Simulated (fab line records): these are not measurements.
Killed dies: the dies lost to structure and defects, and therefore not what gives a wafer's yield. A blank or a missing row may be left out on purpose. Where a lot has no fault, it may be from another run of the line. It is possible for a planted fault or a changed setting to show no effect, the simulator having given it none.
fab line records	flow n5Finfet
record lots=24	wafers=72	lastDay=19
route steps=1938 shown BEOL_M2@855
lots with no fault: from the same line, run without faults
startH: hours from the record's opening day to when the first of the lot's shown wafers began	waitH: how many hours have passed since the lot's step before this one	" same as the row above	L1.1+2: several wafers, shown together as one row	- no value, or no start given	* or withheld: withheld	< > ~ a bound
route shown NAME@n: NAME is a module with steps in the file, n the number in the route of the first one	usual: mean/standard deviation of fault-free wafers	same: alike in all rows	chamber/n: place in a boat	sites: the reading at each site	_std_site: how widely they spread, as a standard deviation	_edge_site: the outer-site mean with the inner-site mean subtracted	radiusMm: for every site, how far away it sits from the centre of the wafer	mask NAME#n: copy n	behind: the most recent tool/chamber to have shaped the wafer	hold: why the lot was held/for how many hours/how that ended	device: which transistor (n, p or np) failed to switch	end of line: the tests these same wafers got at the end of their route	step lacking rows: just its recipe	killed: dies that structure and defects cost at the first sort, which is not the same as the wafer's yield	map: a wafer's dies, x killed, . not, _ none there
set.NAME: the setting the step ran with; set.NAME@STEP: the setting that earlier step ran with	model.NAME: the simulator's own value behind a step, which no gauge read
a sample of lots followed through the steps of the route, with each step as a table and each wafer as a row
services: the hour from which a tool's chamber was out of use, counted from the record's first day as startH (under 0 if before that day), plus the number of hours and why
## steps
# step N5_BEOL_M2_OVL_MEAS_12
# recipe pointsPerWafer=522
# usual M2_OVL=0.3/0.58
lot.wafer	tool	chamber	startH	waitH	M2_OVL[nm]
L074.1	overlay-01	0	135.37	0.0	0.1
L074.3	"	0	"	"	-0.7
L074.5	"	0	"	"	-0.6
L075.1	overlay-02	0	139.82	0.0	0.1
L075.4	"	0	"	"	0.9
L075.6	"	0	"	"	0.0
L076.2	overlay-02	0	143.81	0.0	0.6
L076.3	"	0	"	"	1.1
L076.6	"	0	"	"	0.0
L077.2	overlay-02	0	144.04	0.0	-0.5
L077.3	"	0	"	"	-0.7
L077.4	"	0	"	"	-0.1
L078.1	overlay-01	0	158.36	0.0	0.1
L078.3	"	0	"	"	-0.1
L078.6	"	0	"	"	0.3
L080.1	overlay-01	0	166.69	0.0	-0.5
L080.3	"	0	"	"	-0.7
L080.4	"	0	"	"	0.8
L079.2	overlay-02	0	172.34	0.0	-0.7
L079.3	"	0	"	"	0.2
L079.5	"	0	"	"	-0.5
L081.1	overlay-01	0	172.53	0.0	0.2
L081.4	"	0	"	"	-0.3
L081.6	"	0	"	"	0.4
L082.1	overlay-01	0	176.25	0.0	1.1
L082.3	"	0	"	"	1.3
L082.6	"	0	"	"	0.3
L083.1	overlay-01	0	203.90	0.0	-0.1
L083.2	"	0	"	"	-0.3
L083.3	"	0	"	"	0.2
L084.3	overlay-02	0	204.86	0.0	0.3
L084.4	"	0	"	"	0.2
L084.6	"	0	"	"	0.2
L085.3	overlay-02	0	219.58	0.0	0.8
L085.5	"	0	"	"	0.8
L085.6	"	0	"	"	0.1
L086.1	overlay-01	0	227.74	0.0	-0.3
L086.4	"	0	"	"	0.3
L086.5	"	0	"	"	-0.3
L087.1	overlay-02	0	228.60	0.0	0.5
L087.4	"	0	"	"	0.7
L087.5	"	0	"	"	-0.2
L089.2	overlay-01	0	229.02	0.0	1.0
L089.3	"	0	"	"	0.6
L089.5	"	0	"	"	0.0
L090.1	overlay-02	0	231.54	0.0	0.7
L090.3	"	0	"	"	0.2
L090.6	"	0	"	"	0.0
L088.3	overlay-01	0	231.59	0.0	-0.2
L088.5	"	0	"	"	-0.3
L088.6	"	0	"	"	0.9
L091.1	overlay-02	0	234.66	0.0	1.4
L091.4	"	0	"	"	0.8
L091.6	"	0	"	"	0.4
L092.2	overlay-01	0	246.41	0.0	-0.7
L092.3	"	0	"	"	0.8
L092.6	"	0	"	"	0.3
L093.1	overlay-02	0	247.09	0.0	0.1
L093.3	"	0	"	"	0.6
L093.5	"	0	"	"	0.2
L094.3	overlay-01	0	260.72	0.0	0.3
L094.5	"	0	"	"	0.8
L094.6	"	0	"	"	0.7
L095.2	overlay-02	0	263.71	0.0	0.1
L095.4	"	0	"	"	0.2
L095.5	"	0	"	"	0.9
L096.3	overlay-02	0	267.19	0.0	0.4
L096.4	"	0	"	"	1.0
L096.5	"	0	"	"	0.4
L097.1	overlay-02	0	268.27	0.1	0.6
L097.3	"	0	"	"	0.2
L097.4	"	0	"	"	1.2
# step N5_BEOL_M2_ETCH_63
# recipe chemistry=CF4	target=SiARC	targetDepthA=156	maskMaterial=CAR-EUV	timeS=26	ionEnergyEv=80	pressureMtorr=40	sourceW=545	biasW=36	Ar_flow_sccm=100	cf4FlowSccm=100	ends=cleared
# usual drypumpMotorCurrentA=5.6/0.51	etchRfOnTimeS=26.0/0.51	oesProductAu=0.69/0.079	rfVppV=184.2/1.3	showerheadPlenumPTorr=2.15/0.079	throttleValvePct=15.59/0.2
lot.wafer	tool	chamber	startH	waitH	drypumpMotorCurrentA	etchRfOnTimeS	oesProductAu	rfHoursCounterH	rfVppV	showerheadPlenumPTorr	throttleValvePct
L074.1	rieDiel-03	1	135.52	0.0	6.3	26.2	0.69	81	184.2	2.17	15.30
L074.3	"	2	"	"	5.6	26.6	0.73	54	181.3	2.08	15.61
L074.5	"	0	"	"	5.2	25.9	0.69	-	184.8	2.25	15.62
L075.1	rieDiel-06	3	140.10	0.0	5.0	24.9	0.84	12	186.5	2.29	15.71
L075.4	"	1	"	"	5.9	25.2	0.80	22	186.1	2.29	15.46
L075.6	"	0	"	"	5.3	25.8	0.83	-	185.7	2.19	15.44
L076.2	rieDiel-04	3	144.02	0.0	5.8	26.1	0.61	177	185.1	2.14	15.56
L076.3	"	1	"	"	5.7	26.1	0.65	165	182.2	2.05	15.37
L076.6	"	0	"	"	5.0	26.2	0.71	-	183.6	2.08	15.57
L077.2	rieDiel-04	3	144.29	0.0	5.8	26.3	0.61	177	183.2	2.14	15.56
L077.3	"	0	"	"	5.0	26.4	0.71	81	182.9	2.08	15.57
L077.4	"	1	"	"	5.7	26.1	0.65	-	183.1	2.05	15.35
L078.1	rieDiel-06	2	158.51	0.0	5.3	25.6	0.60	234	184.6	2.19	15.84
L078.3	"	1	"	"	5.9	25.2	0.80	27	185.6	2.28	15.47
L078.6	"	0	"	"	5.3	26.0	0.81	-	184.2	2.19	15.44
L080.1	rieDiel-06	0	166.84	0.0	5.3	26.3	0.80	10	183.8	2.18	15.43
L080.3	"	1	"	"	5.9	25.5	0.78	29	186.7	2.28	15.46
L080.4	"	2	"	"	5.4	25.5	0.59	236	184.6	2.19	15.85
L079.2	rieDiel-06	0	172.48	0.0	5.3	26.1	0.79	13	185.6	2.18	15.45
L079.3	"	3	"	"	5.0	25.3	0.81	22	184.4	2.28	15.73
L079.5	"	2	"	"	5.3	25.7	0.59	-	184.0	2.19	15.85
L081.1	rieDiel-06	2	172.71	0.0	5.3	25.5	0.60	239	183.8	2.19	15.86
L081.4	"	3	"	"	4.9	25.3	0.82	22	186.5	2.28	15.75
L081.6	"	0	"	"	5.3	26.0	0.79	-	183.1	2.18	15.44
L082.1	rieDiel-03	1	176.42	0.0	6.3	26.2	0.68	96	184.7	2.17	15.32
L082.3	"	2	"	"	5.6	26.9	0.71	70	183.4	2.08	15.64
L082.6	"	2	"	"	5.6	26.9	0.71	-	183.6	2.08	15.65
L083.1	rieDiel-03	3	204.18	0.0	5.7	26.0	0.68	102	182.9	2.07	15.38
L083.2	"	0	"	"	5.2	26.2	0.66	115	184.6	2.24	15.67
L083.3	"	2	"	"	5.6	26.6	0.70	80	182.3	2.07	15.67
L084.3	rieDiel-04	3	205.02	0.0	5.8	26.2	0.59	197	184.7	2.14	15.60
L084.4	"	1	"	"	5.7	26.0	0.64	185	184.1	2.05	15.38
L084.6	"	3	"	"	5.8	26.2	0.60	-	183.2	2.14	15.59
L085.3	rieDiel-03	3	219.71	0.0	5.7	25.6	0.67	108	183.4	2.07	15.38
L085.5	"	0	"	"	5.1	26.2	0.66	-	185.0	2.23	15.69
L085.6	"	3	"	"	5.7	25.6	0.69	-	182.2	2.07	15.41
L086.1	rieDiel-03	3	228.06	0.0	5.7	26.0	0.67	112	183.6	2.07	15.41
L086.4	"	1	"	"	6.3	26.0	0.66	116	183.4	2.16	15.37
L086.5	"	1	"	"	6.2	26.1	0.67	-	183.1	2.16	15.36
L087.1	rieDiel-04	1	228.76	0.0	5.7	26.0	0.63	191	184.2	2.05	15.41
L087.4	"	2	"	"	6.8	27.2	0.57	231	183.7	2.11	16.08
L087.5	"	3	"	"	5.8	26.5	0.59	-	185.3	2.13	15.59
L089.2	rieDiel-06	3	229.17	0.0	4.9	25.4	0.78	43	186.3	2.27	15.79
L089.3	"	1	"	"	5.9	25.3	0.75	53	185.6	2.27	15.52
L089.5	"	0	"	"	5.3	26.3	0.75	-	183.9	2.18	15.49
L090.1	rieDiel-06	0	231.74	0.0	5.2	26.3	0.75	36	184.4	2.18	15.50
L090.3	"	2	"	"	5.4	25.1	0.84	0	185.4	2.19	15.39
L090.6	"	1	"	"	5.9	25.3	0.76	-	185.2	2.27	15.53
L088.3	rieDiel-04	0	231.81	0.0	5.0	26.2	0.69	109	184.7	2.07	15.62
L088.5	"	2	"	"	6.8	26.9	0.56	-	183.2	2.11	16.09
L088.6	"	1	"	"	5.8	26.1	0.63	-	182.1	2.05	15.41
L091.1	rieDiel-03	2	234.80	0.0	5.6	26.5	0.70	91	183.0	2.07	15.69
L091.4	"	3	"	"	5.7	25.7	0.67	114	182.8	2.06	15.41
L091.6	"	3	"	"	5.7	25.8	0.68	-	183.6	2.06	15.41
L092.2	rieDiel-03	3	246.55	0.0	5.7	26.0	0.67	117	183.1	2.06	15.42
L092.3	"	0	"	"	5.2	26.4	0.64	130	185.4	2.23	15.70
L092.6	"	1	"	"	6.3	26.5	0.66	-	184.3	2.16	15.38
L093.1	rieDiel-04	1	247.23	0.0	5.7	25.8	0.63	197	184.0	2.05	15.41
L093.3	"	2	"	"	6.8	27.1	0.56	238	183.3	2.11	16.11
L093.5	"	0	"	"	4.9	26.2	0.68	-	182.9	2.07	15.62
L094.3	rieDiel-04	1	261.12	0.0	5.7	25.8	0.63	202	182.7	2.04	15.43
L094.5	"	2	"	"	6.8	26.9	0.56	-	183.2	2.11	16.10
L094.6	"	3	"	"	5.8	26.4	0.58	-	184.3	2.13	15.62
L095.2	rieDiel-04	2	264.44	0.0	6.8	26.9	0.56	244	182.1	2.11	16.11
L095.4	"	1	"	"	5.7	25.7	0.63	203	183.4	2.04	15.44
L095.5	"	1	"	"	5.7	25.8	0.63	-	183.4	2.04	15.44
L096.3	rieDiel-06	0	267.33	0.0	5.2	26.0	0.74	48	184.4	2.17	15.52
L096.4	"	3	"	"	4.9	25.2	0.77	56	186.8	2.27	15.80
L096.5	"	3	"	"	4.9	25.3	0.76	-	186.3	2.27	15.82
L097.1	rieDiel-04	2	268.60	0.0	6.7	26.7	0.56	247	184.2	2.11	16.09
L097.3	"	3	"	"	5.8	26.0	0.59	219	183.5	2.13	15.65
L097.4	"	1	"	"	5.7	25.8	0.63	205	182.4	2.04	15.43
# step N5_BEOL_M2_OVL_MEAS_29
# recipe pointsPerWafer=522
# usual V1_OVL=0.4/0.63
lot.wafer	tool	chamber	startH	waitH	V1_OVL[nm]
L074.1	overlay-02	0	136.38	0.0	0.2
L074.3	"	0	"	"	1.6
L074.5	"	0	"	"	0.8
L075.1	overlay-02	0	140.88	0.0	1.0
L075.4	"	0	"	"	1.2
L075.6	"	0	"	"	0.8
L076.2	overlay-02	0	144.95	0.0	-0.4
L076.3	"	0	"	"	0.2
L076.6	"	0	"	"	0.2
L077.2	overlay-01	0	145.02	0.0	-0.9
L077.3	"	0	"	"	0.0
L077.4	"	0	"	"	-0.3
L078.1	overlay-02	0	159.25	0.0	-0.1
L078.3	"	0	"	"	0.6
L078.6	"	0	"	"	-0.6
L080.1	overlay-02	0	167.69	0.0	0.9
L080.3	"	0	"	"	0.1
L080.4	"	0	"	"	0.6
L079.2	overlay-01	0	173.22	0.0	-0.1
L079.3	"	0	"	"	-0.2
L079.5	"	0	"	"	0.1
L081.1	overlay-02	0	173.45	0.0	-0.2
L081.4	"	0	"	"	0.3
L081.6	"	0	"	"	-0.2
L082.1	overlay-02	0	177.38	0.0	0.9
L082.3	"	0	"	"	1.1
L082.6	"	0	"	"	0.5
L083.1	overlay-01	0	204.94	0.0	0.4
L083.2	"	0	"	"	0.3
L083.3	"	0	"	"	0.4
L084.3	overlay-02	0	205.77	0.0	0.9
L084.4	"	0	"	"	1.0
L084.6	"	0	"	"	0.7
L085.3	overlay-01	0	220.58	0.0	0.5
L085.5	"	0	"	"	-0.7
L085.6	"	0	"	"	-0.3
L086.1	overlay-02	0	228.82	0.0	0.5
L086.4	"	0	"	"	0.0
L086.5	"	0	"	"	0.6
L087.1	overlay-01	0	229.63	0.0	0.0
L087.4	"	0	"	"	0.3
L087.5	"	0	"	"	-0.2
L089.2	overlay-02	0	230.03	0.0	-0.4
L089.3	"	0	"	"	0.2
L089.5	"	0	"	"	-0.1
L088.3	overlay-02	0	232.68	0.0	0.8
L088.5	"	0	"	"	0.8
L088.6	"	0	"	"	1.0
L090.1	overlay-01	0	232.85	0.0	0.2
L090.3	"	0	"	"	0.9
L090.6	"	0	"	"	0.4
L091.1	overlay-01	0	235.57	0.0	0.0
L091.4	"	0	"	"	-0.7
L091.6	"	0	"	"	-0.4
L092.2	overlay-01	0	247.41	0.0	0.7
L092.3	"	0	"	"	1.2
L092.6	"	0	"	"	0.3
L093.1	overlay-01	0	248.05	0.0	1.1
L093.3	"	0	"	"	-0.6
L093.5	"	0	"	"	1.3
L094.3	overlay-01	0	262.05	0.0	0.0
L094.5	"	0	"	"	-0.3
L094.6	"	0	"	"	0.0
L095.2	overlay-02	0	265.45	0.0	0.6
L095.4	"	0	"	"	0.4
L095.5	"	0	"	"	1.5
L096.3	overlay-02	0	268.24	0.0	0.8
L096.4	"	0	"	"	-0.5
L096.5	"	0	"	"	-0.2
L097.1	overlay-01	0	269.52	0.0	1.3
L097.3	"	0	"	"	1.9
L097.4	"	0	"	"	0.6
# step N5_BEOL_M2_ALD_84
# recipe material=TaN	targetThkA=*	tempC=275	aldPrecursorFamily=PDMAT	aldCoReactant=NH3	pressureTorr=3	carrierFlowSccm=1500	pulseTimeS=2	purgeTimeS=3	coReactantPurgeTimeS=2	coReactantPulseTimeS=3	aldCycles=30	precursorVesselTempC=75	precursorVesselPressureTorr=26.25	precursorVesselCarrierSccm=1000
# usual heaterPowerW=403/46	precursorVesselCarrierSccm=999.5/2.9	susceptorTempC=274.98/0.18
lot.wafer	tool	chamber	startH	waitH	heaterPowerW	precursorVesselCarrierSccm	susceptorTempC
L074.1	aldMetal-01	0	161.94	0.1	441	995.7	274.85
L074.3	"	3	"	"	356	999.4	274.84
L074.5	"	3	"	"	362	998.1	274.89
L075.1	aldMetal-01	2	168.52	0.1	396	1003.8	274.97
L075.4	"	1	"	"	502	1002.3	274.84
L075.6	"	1	"	"	497	999.3	275.16
L076.2	aldMetal-03	2	172.25	0.0	488	1002.0	274.91
L076.3	"	3	"	"	486	996.7	274.94
L076.6	"	0	"	"	389	998.4	275.06
L077.2	aldMetal-04	3	172.41	0.2	366	998.7	274.81
L077.3	"	1	"	"	387	998.8	274.83
L077.4	"	0	"	"	370	1001.1	274.89
L078.1	aldMetal-04	0	176.82	0.1	373	998.4	275.00
L078.3	"	3	"	"	375	999.2	274.93
L078.6	"	1	"	"	374	1004.8	274.82
L080.1	aldMetal-04	2	181.36	0.2	352	1004.8	274.82
L080.3	"	3	"	"	375	993.2	275.02
L080.4	"	0	"	"	375	1000.9	275.00
L079.2	aldMetal-03	0	182.27	0.1	383	1003.7	274.93
L079.3	"	3	"	"	480	998.6	274.84
L079.5	"	2	"	"	482	1003.7	275.36
L081.1	aldMetal-04	2	186.75	0.0	362	999.0	275.12
L081.4	"	3	"	"	364	1003.4	274.76
L081.6	"	1	"	"	373	1002.6	274.91
L082.1	aldMetal-04	1	194.70	0.0	367	997.2	274.85
L082.3	"	0	"	"	370	996.6	274.89
L082.6	"	0	"	"	365	997.2	275.07
L083.1	aldMetal-03	2	216.56	0.1	486	1001.5	274.74
L083.2	"	3	"	"	495	997.9	275.21
L083.3	"	1	"	"	417	1001.9	275.05
L084.3	aldMetal-03	3	223.96	0.0	478	1003.4	274.87
L084.4	"	2	"	"	476	994.3	274.96
L084.6	"	3	"	"	486	998.4	274.96
L087.1	aldMetal-04	2	235.32	0.0	359	1002.9	274.91
L087.4	"	0	"	"	372	999.9	274.96
L087.5	"	1	"	"	381	996.5	275.18
L085.3	aldMetal-01	0	235.44	0.1	442	995.8	275.34
L085.5	"	0	"	"	449	1000.5	275.16
L085.6	"	3	"	"	364	1002.2	274.85
L086.1	aldMetal-03	0	235.50	0.1	373	998.3	275.18
L086.4	"	2	"	"	496	995.9	274.96
L086.5	"	0	"	"	382	1001.4	275.29
L089.2	aldMetal-04	1	248.47	0.0	365	992.8	274.69
L089.3	"	2	"	"	377	998.6	275.32
L089.5	"	3	"	"	362	994.9	274.93
L088.3	aldMetal-04	1	252.36	0.0	377	1001.6	274.91
L088.5	"	3	"	"	368	1001.6	274.81
L088.6	"	0	"	"	367	1001.0	275.24
L090.1	aldMetal-04	3	257.24	0.1	362	1005.8	275.18
L090.3	"	1	"	"	373	999.5	274.97
L090.6	"	2	"	"	359	998.7	274.89
L091.1	aldMetal-03	0	257.49	0.1	378	999.9	275.07
L091.4	"	3	"	"	482	993.8	275.09
L091.6	"	1	"	"	422	1000.6	275.17
L092.2	aldMetal-04	1	264.16	0.2	372	995.0	274.84
L092.3	"	0	"	"	373	1000.0	275.00
L092.6	"	0	"	"	373	995.2	274.79
L093.1	aldMetal-03	0	264.33	0.3	376	1001.5	274.86
L093.3	"	3	"	"	474	997.1	274.91
L093.5	"	1	"	"	416	997.5	274.94
L094.3	aldMetal-03	2	273.36	0.0	480	999.2	274.57
L094.5	"	1	"	"	414	1000.5	274.90
L094.6	"	2	"	"	471	998.4	274.73
L095.2	aldMetal-04	0	275.70	0.0	369	1001.8	274.84
L095.4	"	1	"	"	378	998.4	274.78
L095.5	"	3	"	"	363	999.3	274.77
L096.3	aldMetal-03	1	287.98	0.0	407	999.5	274.86
L096.4	"	0	"	"	386	1002.7	274.98
L096.5	"	1	"	"	410	995.5	274.51
L097.1	aldMetal-01	0	296.28	0.0	439	1001.6	274.75
L097.3	"	1	"	"	503	997.7	275.07
L097.4	"	2	"	"	394	998.5	274.98
# step N5_BEOL_M2_SPUTTER_90
# recipe material=Cu	targetThkA=45	tempC=-20	chamberPressurePa=0.07	powerW=withheld	timeS=8.29
# usual substrateTempC=-20.01/0.12	susceptorTempC=-20.00/0.091	throttleValvePct=29.9/1.1
lot.wafer	tool	chamber	startH	waitH	substrateTempC	susceptorTempC	throttleValvePct
L074.1	pvdSputter-02	-	163.56	0.1	-20.08	-20.05	28.3
L074.3	"	-	"	"	-20.01	-20.14	29.6
L074.5	"	-	"	"	-19.98	-20.09	28.9
L075.1	pvdSputter-03	-	170.92	0.1	-19.98	-20.12	28.4
L075.4	"	-	"	"	-20.03	-20.02	30.1
L075.6	"	-	"	"	-19.88	-19.94	28.4
L076.2	pvdSputter-02	-	173.94	0.1	-19.95	-19.83	28.4
L076.3	"	-	"	"	-20.07	-20.02	30.2
L076.6	"	-	"	"	-20.00	-19.99	29.6
L077.2	pvdSputter-03	-	174.06	0.1	-20.00	-19.93	30.2
L077.3	"	-	"	"	-19.99	-20.13	28.3
L077.4	"	-	"	"	-19.82	-20.04	29.8
L078.1	pvdSputter-03	-	178.68	0.1	-20.12	-20.00	28.1
L078.3	"	-	"	"	-20.04	-20.22	30.0
L078.6	"	-	"	"	-20.03	-20.03	30.3
L080.1	pvdSputter-03	-	182.98	0.1	-20.07	-19.93	30.3
L080.3	"	-	"	"	-20.04	-20.05	28.5
L080.4	"	-	"	"	-20.07	-19.98	30.1
L079.2	pvdSputter-01	-	184.25	0.1	-19.97	-20.02	31.7
L079.3	"	-	"	"	-20.09	-19.99	30.7
L079.5	"	-	"	"	-19.89	-20.07	30.5
L081.1	pvdSputter-01	-	188.63	0.1	-20.21	-20.08	30.6
L081.4	"	-	"	"	-20.02	-19.97	31.6
L081.6	"	-	"	"	-19.96	-20.01	31.7
L082.1	pvdSputter-01	-	196.46	0.1	-19.97	-19.90	31.7
L082.3	"	-	"	"	-19.96	-20.02	30.6
L082.6	"	-	"	"	-19.98	-19.98	31.5
L083.1	pvdSputter-02	-	218.28	0.1	-20.06	-20.05	28.9
L083.2	"	-	"	"	-20.16	-19.98	30.2
L083.3	"	-	"	"	-20.11	-19.82	28.3
L084.3	pvdSputter-01	-	225.58	0.1	-19.99	-19.96	30.5
L084.4	"	-	"	"	-19.96	-20.09	31.5
L084.6	"	-	"	"	-20.07	-20.16	31.3
L087.1	pvdSputter-03	-	237.09	0.1	-20.04	-19.97	30.2
L087.4	"	-	"	"	-20.11	-20.07	29.3
L087.5	"	-	"	"	-19.93	-20.10	29.4
L085.3	pvdSputter-02	-	237.22	0.1	-20.00	-19.98	28.2
L085.5	"	-	"	"	-19.98	-19.85	29.1
L085.6	"	-	"	"	-19.94	-19.97	29.3
L086.1	pvdSputter-01	-	237.36	0.1	-19.76	-20.02	31.4
L086.4	"	-	"	"	-19.89	-19.91	31.5
L086.5	"	-	"	"	-19.97	-20.00	31.7
L089.2	pvdSputter-02	-	250.06	0.1	-19.89	-19.88	30.4
L089.3	"	-	"	"	-20.18	-20.04	28.4
L089.5	"	-	"	"	-20.16	-20.02	28.4
L088.3	pvdSputter-02	-	254.16	0.1	-19.74	-19.96	30.3
L088.5	"	-	"	"	-19.70	-19.86	30.4
L088.6	"	-	"	"	-19.88	-20.00	28.3
L090.1	pvdSputter-03	-	259.00	0.1	-20.06	-19.92	30.4
L090.3	"	-	"	"	-20.07	-20.10	28.2
L090.6	"	-	"	"	-20.12	-20.17	30.1
L091.1	pvdSputter-03	-	260.84	0.1	-20.06	-19.85	30.1
L091.4	"	-	"	"	-20.15	-20.04	28.3
L091.6	"	-	"	"	-20.31	-19.99	28.2
L092.2	pvdSputter-01	-	265.89	0.1	-20.08	-20.22	31.7
L092.3	"	-	"	"	-20.00	-19.95	31.1
L092.6	"	-	"	"	-19.90	-20.13	31.5
L093.1	pvdSputter-03	-	267.45	0.1	-20.10	-19.98	30.1
L093.3	"	-	"	"	-20.09	-19.94	29.5
L093.5	"	-	"	"	-20.14	-20.00	30.1
L094.3	pvdSputter-03	-	275.18	0.1	-20.14	-19.96	29.8
L094.5	"	-	"	"	-20.27	-19.92	30.1
L094.6	"	-	"	"	-20.02	-20.13	30.3
L095.2	pvdSputter-02	-	277.31	0.1	-20.06	-20.00	28.9
L095.4	"	-	"	"	-19.94	-19.87	30.5
L095.5	"	-	"	"	-19.91	-19.93	29.5
L096.3	pvdSputter-01	-	291.41	0.1	-19.99	-20.04	31.8
L096.4	"	-	"	"	-19.98	-19.94	31.5
L096.5	"	-	"	"	-20.16	-19.95	31.5
L097.1	pvdSputter-03	-	297.88	0.1	-19.93	-19.94	28.3
L097.3	"	-	"	"	-20.08	-20.15	30.5
L097.4	"	-	"	"	-19.94	-20.00	30.0
# step N5_BEOL_M2_CMP_52
# recipe stopOn=SiOC	tOverpolishS=6.8	downForcePsi=1	platenRpm=50	clearingPlatenDownForcePsi=1.5	clearingPlatenRpm=50	postCmpClean=cuAlkaline	targetThkNm=40	clearingPlatenPadVelocityMS=0.99484	padVelocityMS=0.99484
# usual barrierFieldEndpointS=24.4/0.59	edgeZonePressureFrac=1.001/0.0051	motorCurrentA=5.7/0.53	overpolishRunS=6.800/0.0099	timeToEndpointS=61.5/2.8
lot.wafer	tool	chamber	startH	waitH	barrierFieldEndpointS	edgeZonePressureFrac	motorCurrentA	overpolishRunS	timeToEndpointS
L074.1	cmp-02	0	164.72	0.3	24.0	1.001	5.2	6.797	57.3
L074.3	"	1	"	"	24.9	1.008	6.1	6.799	63.2
L074.5	"	0	"	"	24.2	0.997	5.2	6.797	58.1
L075.1	cmp-01	0	172.23	0.3	24.1	1.006	5.4	6.814	62.8
L075.4	"	1	"	"	24.9	0.996	5.1	6.798	69.4
L075.6	"	1	"	"	26.2	1.000	5.0	6.801	66.9
L076.3	cmp-02	0	175.13	0.2	23.7	1.008	5.2	6.804	55.9
L076.2	"	2	"	"	23.6	0.999	5.4	6.790	57.2
L076.6	"	3	"	"	24.8	1.011	5.6	6.809	63.8
L077.4	cmp-03	0	175.27	0.2	24.3	0.997	5.7	6.818	58.0
L077.3	"	1	"	"	24.2	0.994	5.8	6.804	58.5
L077.2	"	2	"	"	24.6	0.998	5.5	6.795	61.8
L078.1	cmp-03	2	179.85	0.3	23.7	1.008	5.0	6.776	60.9
L078.3	"	1	"	"	23.9	1.005	5.8	6.792	56.5
L078.6	"	3	"	"	24.6	1.010	5.3	6.776	60.7
L080.3	cmp-03	1	184.14	0.2	25.1	0.994	5.6	6.814	60.9
L080.4	"	3	"	"	24.9	0.998	5.5	6.803	61.1
L080.1	"	0	"	"	24.6	1.007	5.9	6.810	59.9
L079.2	cmp-02	1	185.40	0.2	23.4	0.999	6.1	6.800	63.0
L079.3	"	0	"	"	23.9	0.994	5.3	6.812	61.0
L079.5	"	2	"	"	24.5	0.997	5.1	6.784	60.0
L081.4	cmp-03	0	189.80	0.1	23.9	1.010	5.9	6.807	56.6
L081.1	"	1	"	"	23.1	1.008	5.6	6.785	59.1
L081.6	"	1	"	"	24.3	0.999	5.9	6.797	56.9
L082.3	cmp-01	2	197.65	0.2	25.6	1.005	5.7	6.813	66.5
L082.1	"	0	"	"	24.8	0.995	5.5	6.808	60.6
L082.6	"	2	"	"	25.6	1.004	5.8	6.784	65.7
L083.2	cmp-02	1	219.58	0.4	24.3	0.999	6.5	6.788	64.0
L083.1	"	3	"	"	24.2	0.995	5.7	6.793	60.8
L083.3	"	0	"	"	24.5	1.006	4.9	6.800	61.1
L084.3	cmp-03	0	226.77	0.2	23.7	0.994	5.7	6.817	60.6
L084.4	"	2	"	"	24.3	1.006	5.3	6.807	60.7
L084.6	"	0	"	"	23.7	0.997	5.8	6.800	57.8
L087.1	cmp-03	1	238.31	0.3	24.0	0.999	5.5	6.785	58.4
L087.4	"	2	"	"	25.0	1.001	5.4	6.805	62.2
L087.5	"	1	"	"	24.3	0.993	5.8	6.795	58.1
L085.3	cmp-01	1	238.54	0.2	24.6	0.994	5.1	6.800	61.2
L085.6	"	1	"	"	24.6	0.994	5.1	6.801	63.1
L085.5	"	2	"	"	25.4	1.001	6.5	6.788	66.4
L086.1	cmp-03	2	238.65	0.3	25.5	0.997	5.7	6.801	66.4
L086.4	"	3	"	"	25.7	0.988	5.7	6.807	66.7
L086.5	"	0	"	"	25.0	1.001	5.8	6.813	62.8
L089.2	cmp-01	3	251.25	0.2	24.3	1.005	7.0	6.795	63.6
L089.3	"	1	"	"	24.3	0.997	5.3	6.814	64.5
L089.5	"	2	"	"	24.1	1.001	6.0	6.781	66.4
L088.3	cmp-01	0	255.43	0.3	24.4	0.997	5.3	6.805	55.5
L088.6	"	1	"	"	24.1	1.003	5.1	6.817	55.6
L088.5	"	2	"	"	24.6	0.999	6.4	6.785	59.8
L090.1	cmp-02	0	260.19	0.3	23.6	1.004	5.1	6.794	59.8
L090.3	"	2	"	"	23.8	1.011	5.3	6.801	61.3
L090.6	"	3	"	"	24.1	1.004	5.5	6.790	61.4
L091.4	cmp-02	3	262.02	0.1	24.7	0.993	5.5	6.797	62.7
L091.1	"	2	"	"	24.4	0.991	5.4	6.802	62.4
L091.6	"	0	"	"	24.2	0.997	5.4	6.791	63.3
L092.2	cmp-03	2	267.08	0.2	24.1	1.017	5.5	6.781	62.0
L092.3	"	0	"	"	24.9	1.001	5.9	6.818	61.3
L092.6	"	3	"	"	25.3	1.001	6.0	6.800	65.1
L093.1	cmp-03	1	268.94	0.5	24.2	0.997	5.6	6.787	61.4
L093.3	"	2	"	"	24.0	1.004	5.3	6.823	61.6
L093.5	"	2	"	"	24.3	1.008	5.3	6.796	62.9
L094.3	cmp-02	1	276.40	0.2	24.7	1.004	5.9	6.795	61.9
L094.6	"	3	"	"	24.2	0.994	5.5	6.782	60.7
L094.5	"	0	"	"	24.3	1.003	5.4	6.802	59.0
L095.2	cmp-01	1	278.82	0.5	24.1	0.995	5.1	6.780	63.5
L095.4	"	2	"	"	24.3	1.003	6.3	6.797	63.7
L095.5	"	0	"	"	23.6	1.000	5.6	6.804	58.1
L096.3	cmp-01	1	292.85	0.3	24.2	1.001	5.2	6.788	64.8
L096.4	"	3	"	"	24.6	0.991	7.6	6.810	62.2
L096.5	"	2	"	"	24.5	0.991	5.9	6.799	61.4
L097.1	cmp-02	3	299.10	0.3	24.6	0.998	5.3	6.794	63.8
L097.4	"	0	"	"	24.0	0.997	5.2	6.805	60.4
L097.3	"	2	"	"	24.7	1.000	5.3	6.808	61.0
## services
tool	chamber	startH	hours	kind
aldMetal-04	-	119.93	0.2	repair
cmp-02	-	129.15	4.9	repair
aldMetal-04	1	132.88	8.0	repair
pvdSputter-02	-	139.65	3.9	repair
aldMetal-03	-	141.03	0.8	repair
rieDiel-04	2	142.43	9.2	repair
pvdSputter-03	-	144.16	23.3	repair
cmp-01	-	153.41	0.8	repair
rieDiel-04	3	166.11	2.1	repair
cmp-01	-	166.14	4.0	pm
pvdSputter-02	-	183.42	2.3	repair
rieDiel-06	-	202.66	1.0	repair
cmp-02	-	205.60	1.3	repair
aldMetal-04	-	206.18	28.1	pm
cmp-02	-	209.24	0.8	repair
aldMetal-03	-	220.47	0.9	repair
cmp-02	-	235.91	4.0	pm
cmp-03	-	241.72	4.0	pm
cmp-03	-	248.25	0.3	repair
cmp-02	-	264.02	0.6	repair
rieDiel-03	1	265.87	8.3	repair
cmp-02	-	266.06	5.0	pm
cmp-02	-	274.28	1.9	repair
cmp-03	-	290.81	6.8	pm
## key
fault none
